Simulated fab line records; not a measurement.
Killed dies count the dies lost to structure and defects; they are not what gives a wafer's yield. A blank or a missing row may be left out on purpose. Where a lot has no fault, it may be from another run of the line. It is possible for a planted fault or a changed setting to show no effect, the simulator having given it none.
Chamber matching / flow n5 finfet / N5_BEOL_M3_ALD_84 on ald metal-02: 4 sister chambers
The step deposits TaN, pulse time 2 s, purge time 3 s, co reactant purge time 2 s. 7 wafers are shown with their chamber, then 8 later ones without.

== EACH WAFER AND ITS CHAMBER ==
wafer=L079.1; chamber=2; heater power outer w (W)=209; heater power w (W)=371
wafer=L080.4; chamber=0; heater power outer w (W)=254; heater power w (W)=438
wafer=L083.3; chamber=3; heater power outer w (W)=280; heater power w (W)=474
wafer=L083.5; chamber=0; heater power outer w (W)=260; heater power w (W)=422
wafer=L084.5; chamber=3; heater power outer w (W)=277; heater power w (W)=478
wafer=L084.6; chamber=1; heater power outer w (W)=214; heater power w (W)=390
wafer=L086.2; chamber=1; heater power outer w (W)=206; heater power w (W)=395

== WAFERS WITH NO CHAMBER GIVEN ==
wafer=L086.3; heater power outer w (W)=274; heater power w (W)=483
wafer=L086.5; heater power outer w (W)=285; heater power w (W)=477
wafer=L088.1; heater power outer w (W)=211; heater power w (W)=390
wafer=L088.3; heater power outer w (W)=261; heater power w (W)=436
wafer=L088.6; heater power outer w (W)=280; heater power w (W)=482
wafer=L092.3; heater power outer w (W)=256; heater power w (W)=445
wafer=L092.4; heater power outer w (W)=253; heater power w (W)=439
wafer=L092.5; heater power outer w (W)=281; heater power w (W)=481

== WHICH CHAMBER EACH ONE RAN IN ==
wafer=L086.3; from the rows above=3; in truth=3
wafer=L086.5; from the rows above=3; in truth=3
wafer=L088.1; from the rows above=1; in truth=1
wafer=L088.3; from the rows above=0; in truth=0
wafer=L088.6; from the rows above=3; in truth=3
wafer=L092.3; from the rows above=0; in truth=0
wafer=L092.4; from the rows above=0; in truth=0
wafer=L092.5; from the rows above=3; in truth=3
8 of 8 placed correctly. Number that these rows cannot place: 0. 0 placed wrongly.
How it was worked out, from the rows above alone: a wafer's distance from a chamber is the root of the sum, over the readings, of the square of ((its reading less the chamber's mean) divided by the reading's scatter). If the next closest chamber is less than 2 further off than the closest, the wafer can't be placed; otherwise it belongs to the closest. A chamber's mean is the mean of its shown wafers. The scatter: the root of (the sum of the squares of (reading less its chamber's mean) over the shown wafers, divided by (wafers less chambers)).
